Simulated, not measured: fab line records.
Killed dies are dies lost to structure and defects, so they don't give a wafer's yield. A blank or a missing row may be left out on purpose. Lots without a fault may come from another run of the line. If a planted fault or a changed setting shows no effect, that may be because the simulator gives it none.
The same fault as seen by 3 desks	flow n5-finfet	each desk has only its own numbers; what lay behind them comes last

== THE DEFECT DESK ==
What the inspections along the route counted, lot by lot: means of the sampled wafers that have a number. Any lot whose mean is over 4 standard deviations away from the usual mean is out of limits and marked OUT; that distance is given in the brackets.
Columns: A = raw-defect-count at N5_BEOL_M5_INSPECT_30, usual 378
lot	first seen here	A
L922	day 9 22:20	408
L923	day 9 22:31	288
L932	day 12 13:07	499
L935	day 13 04:36	319
L939	day 14 03:28	451
L937	day 14 03:31	319
This desk's verdict: no lot among the 6 shows anything out of limits.

== THE METROLOGY DESK ==
Means of the sampled wafers that have a number, per lot and without regard to the tool the lot ran on: this is what the gauges read. Any lot whose mean is over 4 standard deviations away from the usual mean is out of limits and marked OUT; that distance is given in the brackets.
Columns: A = cd-nm at N5_BEOL_M5_CD_MEAS_18, usual 28.12 nm; B = cd-nm at N5_BEOL_M5_CD_MEAS_28, usual 30.63 nm; C = V4_OVL at N5_BEOL_M5_OVL_MEAS_29, usual 0.1 nm
lot	first seen here	A	B	C
L922	day 9 19:07	28.38	30.61	-1.2
L923	day 9 19:56	28.45	30.34	0.1
L932	day 12 10:38	28.07	30.39	0.9
L935	day 13 02:57	28.08	30.53	1.1
L937	day 14 01:04	27.96	30.71	0.2
L939	day 14 01:20	28.03	30.58	0.1
This desk's verdict: no lot among the 6 shows anything out of limits.

== FOR THE TOOL OWNER'S DESK: litho-track-03 ==
The tool's own readings at N5_BEOL_M5_COAT_22 (resist thk 30 nm): means of the sampled wafers that have a number, for each lot that ran on this tool. Any lot whose mean is over 4 standard deviations away from the usual mean is out of limits and marked OUT; that distance is given in the brackets.
Columns: A = chill-plate-temp-C at N5_BEOL_M5_COAT_22, usual 22.99 C; B = spin-speed-rpm at N5_BEOL_M5_COAT_22, usual 1500.0 rpm
lot	first seen here	A	B
L923	day 9 21:58	22.99	1499.8
L932	day 12 12:35	23.04	1462.0 (-39) OUT
L935	day 13 04:10	22.83	1459.7 (-41) OUT
Finding of this desk: L932, L935 out of limits; the first was L932 at day 12 12:35, on spin-speed-rpm at N5_BEOL_M5_COAT_22. In limits: L923.

== BROUGHT TOGETHER ==
At day 12 12:35, on L932, L935, the tool owner's desk was in a position to raise an alarm.
No out-of-limits result turned up at the defect desk.
Metrology desk: nothing out of limits seen.
The defect desk has L932, L935 on record, within its limits.
The metrology desk holds a record of L932, L935, inside its limits.
On litho-track-03, each named lot ran N5_BEOL_M5_COAT_22.

== WHAT HAD BEEN PUT IN BY THE SIMULATOR ==
Drift in process parameters on litho-track-03 at N5_BEOL_M5_COAT_22, starting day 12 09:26. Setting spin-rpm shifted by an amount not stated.
Lots struck among those shown: L932, L935.
How many hours passed from the start of the fault until each desk's first out-of-limits reading: the tool owner's desk, 3.
